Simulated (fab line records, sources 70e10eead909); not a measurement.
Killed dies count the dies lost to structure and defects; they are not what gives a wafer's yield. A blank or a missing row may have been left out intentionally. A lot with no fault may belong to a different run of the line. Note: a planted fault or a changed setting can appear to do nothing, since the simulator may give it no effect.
Which tool did it?    flow nandHarc    42 wafers from 14 lots sampled at 4 of the route's 1302 steps

WHAT THE GAUGES READ, wafer by wafer
No reading from a measuring or inspecting step in the record can be judged against a usual standard deviation.

TOOL THAT RAN EACH LOT (tool first, then ch and the chambers of the sampled wafers, then the start)
lot   NHARC_A_STAIRCASE_DEP_156        NHARC_A_STAIRCASE_TRIM_14                     NHARC_A_STAIRCASE_TRIM_16          NHARC_A_STAIRCASE_TRIM_24
L490  pecvd-04 ch 0,1,2, day 15 20:16  rieDiel-09 ch 1,2,3, day 15 23:38 or earlier  rieDiel-09 ch 0,3, day 15 23:38    rieDiel-09 ch 1,2,3, no start
L492  pecvd-02 ch 0,1, day 16 09:50    rieDiel-04 ch 0,1,2, day 16 13:22 or earlier  rieDiel-04 ch 0,1,2, day 16 13:22  rieDiel-01 ch 0,1,3, no start
L491  pecvd-01 ch 0,2, day 16 09:53    rieDiel-01 ch 0,3, day 16 13:13 or earlier    rieDiel-01 ch 0,2,3, day 16 13:13  rieDiel-09 ch 0,2, no start
L494  pecvd-02 ch 0,1,2, day 17 20:38  rieDiel-04 ch 0,1,3, day 17 23:52 or earlier  rieDiel-04 ch 0,2,3, day 17 23:52  rieDiel-04 ch 1,2, no start
L496  pecvd-01 ch 0,1,2, day 17 23:19  rieDiel-09 ch 0,1,3, day 18 02:26 or earlier  rieDiel-09 ch 1,2,3, day 18 02:26  rieDiel-09 ch 0,2,3, no start
L495  pecvd-01 ch 0,1,2, day 18 04:36  rieDiel-09 ch 0,1,3, day 18 08:13 or earlier  rieDiel-09 ch 0,1,2, day 18 08:13  rieDiel-09 ch 0,2,3, no start
L498  pecvd-01 ch 0,1, day 18 12:58    rieDiel-04 ch 0,1,3, day 18 16:33 or earlier  rieDiel-04 ch 0,1, day 18 16:33    rieDiel-04 ch 0,1,2, no start
L497  pecvd-04 ch 1,2, day 18 13:05    rieDiel-04 ch 1,3, day 18 16:49 or earlier    rieDiel-04 ch 2,3, day 18 16:49    rieDiel-09 ch 0,2, no start
L499  pecvd-02 ch 0,2, day 20 02:55    rieDiel-01 ch 0,3, day 20 06:15 or earlier    rieDiel-01 ch 1,3, day 20 06:15    rieDiel-01 ch 0,3, no start
L502  pecvd-02 ch 0,1, day 20 03:03    rieDiel-04 ch 0,1,2, day 20 06:32 or earlier  rieDiel-04 ch 0,2,3, day 20 06:32  rieDiel-04 ch 1,2,3, no start
L500  pecvd-04 ch 0,1,2, day 20 07:38  rieDiel-04 ch 0,1, day 20 11:00 or earlier    rieDiel-04 ch 0,1,2, day 20 11:00  rieDiel-09 ch 1,2,3, no start
L509  pecvd-02 ch 0,1,2, day 24 08:52  rieDiel-04 ch 0,2,3, day 24 12:25 or earlier  rieDiel-04 ch 0,2,3, day 24 12:25  rieDiel-09 ch 0,1, no start
L510  pecvd-04 ch 0,1, day 24 20:04    rieDiel-04 ch 2,3, day 24 23:30 or earlier    rieDiel-04 ch 0,2,3, day 24 23:30  rieDiel-01 ch 0,1,2, no start
L513  pecvd-01 ch 0,1,2, day 26 00:51  rieDiel-09 ch 0,2,3, day 26 04:13 or earlier  rieDiel-09 ch 0,3, day 26 04:13    rieDiel-09 ch 0,1,2, no start
- NHARC_A_STAIRCASE_DEP_156: deposits SiNx, target thk 50 nm.
- NHARC_A_STAIRCASE_TRIM_14: chemistry O2, time 211.2 s.
- NHARC_A_STAIRCASE_TRIM_16: chemistry O2, time 211.2 s.
- NHARC_A_STAIRCASE_TRIM_24: chemistry O2, time 211.2 s.

WHAT THE TOOLS THEMSELVES READ (means of the sampled wafers that have a number; where no wafer has one, the mark that the record gives instead)
NHARC_A_STAIRCASE_DEP_156. Usual: heaterPowerW reads 730 W (standard deviation 110).
lot   tool      heaterPowerW (W)  flag
L490  pecvd-04  684               
L492  pecvd-02  861               
L491  pecvd-01  809               
L494  pecvd-02  717               
L496  pecvd-01  740               
L495  pecvd-01  745               
L498  pecvd-01  724               
L497  pecvd-04  670               
L499  pecvd-02  824               
L502  pecvd-02  849               
L500  pecvd-04  713               
L509  pecvd-02  746               
L510  pecvd-04  665               
L513  pecvd-01  751               

NHARC_A_STAIRCASE_TRIM_14. Usual: for chamberPressureMTorr, 60.00 mTorr with a standard deviation of 0.05; for drypumpMotorCurrentA, 5.8 A with a standard deviation of 0.5; for oesProductAu, 1.002 a.u. with a standard deviation of 0.011; for rfVppV, 57.8 V with a standard deviation of 0.93; for runLengthS, 232.5 s with a standard deviation of 0.53; for showerheadPlenumPTorr, 3.56 Torr with a standard deviation of 0.12; for throttleValvePct, 17.038 % with a standard deviation of 0.0093.
lot   tool        chamberPressureMTorr (mTorr)  drypumpMotorCurrentA (A)  oesProductAu (a.u.)  rfVppV (V)  runLengthS (s)  showerheadPlenumPTorr (Torr)  throttleValvePct (%)  flag
L490  rieDiel-09  60.01                         6.0                       1.012                58.2        232.5           3.61                          17.049                
L492  rieDiel-04  60.06                         5.4                       0.986                58.0        232.4           3.64                          17.041                
L491  rieDiel-01  60.02                         5.7                       1.012                57.6        233.1           3.50                          17.038                
L494  rieDiel-04  59.97                         5.6                       0.990                57.5        232.1           3.59                          17.039                
L496  rieDiel-09  59.97                         6.2                       0.998                58.8        232.5           3.53                          17.030                
L495  rieDiel-09  59.98                         6.2                       1.006                58.5        232.5           3.53                          17.038                
L498  rieDiel-04  60.01                         5.6                       0.996                57.4        232.0           3.59                          17.043                
L497  rieDiel-04  59.99                         6.1                       0.990                57.3        232.2           3.54                          17.037                
L499  rieDiel-01  59.99                         5.5                       1.009                58.0        232.8           3.62                          17.042                
L502  rieDiel-04  59.96                         5.4                       1.004                58.1        232.2           3.63                          17.041                
L500  rieDiel-04  60.02                         5.2                       0.997                57.7        231.7           3.63                          17.032                
L509  rieDiel-04  59.99                         5.8                       1.001                57.1        232.7           3.51                          17.039                
L510  rieDiel-04  60.02                         5.9                       1.005                58.1        232.9           3.51                          17.030                
L513  rieDiel-09  60.00                         5.9                       1.010                58.3        232.6           3.48                          17.045                

NHARC_A_STAIRCASE_TRIM_16. Usual: for chamberPressureMTorr, 60.00 mTorr with a standard deviation of 0.062; for drypumpMotorCurrentA, 5.8 A with a standard deviation of 0.5; for oesProductAu, 1.002 a.u. with a standard deviation of 0.01; for rfVppV, 57.8 V with a standard deviation of 0.83; for runLengthS, 232.5 s with a standard deviation of 0.53; for showerheadPlenumPTorr, 3.56 Torr with a standard deviation of 0.12; for throttleValvePct, 17.038 % with a standard deviation of 0.0092.
lot   tool        chamberPressureMTorr (mTorr)  drypumpMotorCurrentA (A)  oesProductAu (a.u.)  rfVppV (V)  runLengthS (s)  showerheadPlenumPTorr (Torr)  throttleValvePct (%)  flag
L490  rieDiel-09  59.97                         6.0                       1.000                57.2        232.7           3.45                          17.035                
L492  rieDiel-04  60.01                         5.4                       0.997                57.5        232.4           3.64                          17.040                
L491  rieDiel-01  60.04                         6.0                       1.012                57.5        232.5           3.59                          17.038                
L494  rieDiel-04  59.99                         5.8                       0.996                57.1        232.6           3.54                          17.033                
L496  rieDiel-09  59.96                         6.0                       1.013                58.3        232.5           3.60                          17.041                
L495  rieDiel-09  60.01                         6.2                       1.011                58.2        233.0           3.49                          17.042                
L498  rieDiel-04  60.05                         5.3                       1.002                57.4        231.9           3.68                          17.042                
L497  rieDiel-04  59.91                         6.0                       0.997                57.2        232.9           3.54                          17.040                
L499  rieDiel-01  59.93                         5.5                       0.993                58.2        232.5           3.52                          17.042                
L502  rieDiel-04  60.05                         5.8                       0.998                57.4        232.3           3.53                          17.039                
L500  rieDiel-04  59.98                         5.4                       0.995                57.6        232.3           3.63                          17.024                
L509  rieDiel-04  60.05                         5.8                       0.994                57.7        272.4           3.51                          17.036                OFF
L510  rieDiel-04  60.00                         5.8                       0.999                57.3        252.5           3.51                          17.037                OFF
L513  rieDiel-09  59.97                         5.9                       1.000                57.8        232.7           3.52                          17.040                

NHARC_A_STAIRCASE_TRIM_24. Usual: for chamberPressureMTorr, 60.00 mTorr with a standard deviation of 0.055; for drypumpMotorCurrentA, 5.9 A with a standard deviation of 0.49; for oesProductAu, 1.003 a.u. with a standard deviation of 0.011; for rfVppV, 57.9 V with a standard deviation of 0.91; for runLengthS, 232.6 s with a standard deviation of 0.43; for showerheadPlenumPTorr, 3.55 Torr with a standard deviation of 0.14; for throttleValvePct, 17.037 % with a standard deviation of 0.0085.
lot   tool        chamberPressureMTorr (mTorr)  drypumpMotorCurrentA (A)  oesProductAu (a.u.)  rfVppV (V)  runLengthS (s)  showerheadPlenumPTorr (Torr)  throttleValvePct (%)  flag
L490  rieDiel-09  59.99                         6.0                       1.007                58.2        232.4           3.61                          17.036                
L492  rieDiel-01  60.01                         5.5                       1.003                58.6        232.7           3.58                          17.040                
L491  rieDiel-09  59.96                         6.1                       0.998                57.3        232.9           3.40                          17.037                
L494  rieDiel-04  59.98                         5.5                       1.007                58.6        232.9           3.64                          17.030                
L496  rieDiel-09  59.95                         5.9                       1.007                57.8        232.9           3.51                          17.040                
L495  rieDiel-09  59.96                         5.9                       0.999                58.1        233.0           3.51                          17.037                
L498  rieDiel-04  59.98                         5.4                       0.996                58.3        232.4           3.63                          17.039                
L497  rieDiel-09  59.97                         5.9                       1.003                57.5        233.2           3.47                          17.038                
L499  rieDiel-01  60.01                         5.7                       1.017                57.5        232.8           3.49                          17.030                
L502  rieDiel-04  60.01                         5.8                       0.987                58.4        232.5           3.58                          17.033                
L500  rieDiel-09  59.96                         6.0                       1.006                58.3        232.4           3.59                          17.041                
L509  rieDiel-09  59.98                         6.5                       1.008                57.5        232.5           3.48                          17.039                
L510  rieDiel-01  59.98                         5.7                       0.998                57.8        232.7           3.64                          17.031                
L513  rieDiel-09  60.02                         6.2                       1.011                58.0        232.9           3.45                          17.034                

THE ANSWER, worked out from the rows above alone
Rule: a lot is off if the mean of its wafers that have a number lies more than 3 standard deviations from the usual mean. Also off: a lot with no number at a reading for which 4 or more lots have one. Where the step has rows for the other lots, those lots are counted as sound. First the gauges in route order, then the tools' own readings, where a lot's mean is used as printed above. The first step at which some lot is off is used, and at that step the reading that is off furthest; a lot without a number counts as furthest.
Off: L509, L510, at NHARC_A_STAIRCASE_TRIM_16 (runLengthS).
If a tool, at that step or one of the process steps before it, ran each lot that is off and ran no sound lot following the first of them, it fits. With no start given for some of its lots, NHARC_A_STAIRCASE_TRIM_14 uses the hours and lot order of NHARC_A_STAIRCASE_TRIM_16. One candidate fits, namely rieDiel-04 at NHARC_A_STAIRCASE_TRIM_14 and NHARC_A_STAIRCASE_TRIM_16. At NHARC_A_STAIRCASE_TRIM_14 its last sound lot is L500 (day 20 11:00), its first lot that is off L509 (day 24 12:25): a fault that began between those two fits.

WHAT HAD BEEN PUT IN BY THE SIMULATOR
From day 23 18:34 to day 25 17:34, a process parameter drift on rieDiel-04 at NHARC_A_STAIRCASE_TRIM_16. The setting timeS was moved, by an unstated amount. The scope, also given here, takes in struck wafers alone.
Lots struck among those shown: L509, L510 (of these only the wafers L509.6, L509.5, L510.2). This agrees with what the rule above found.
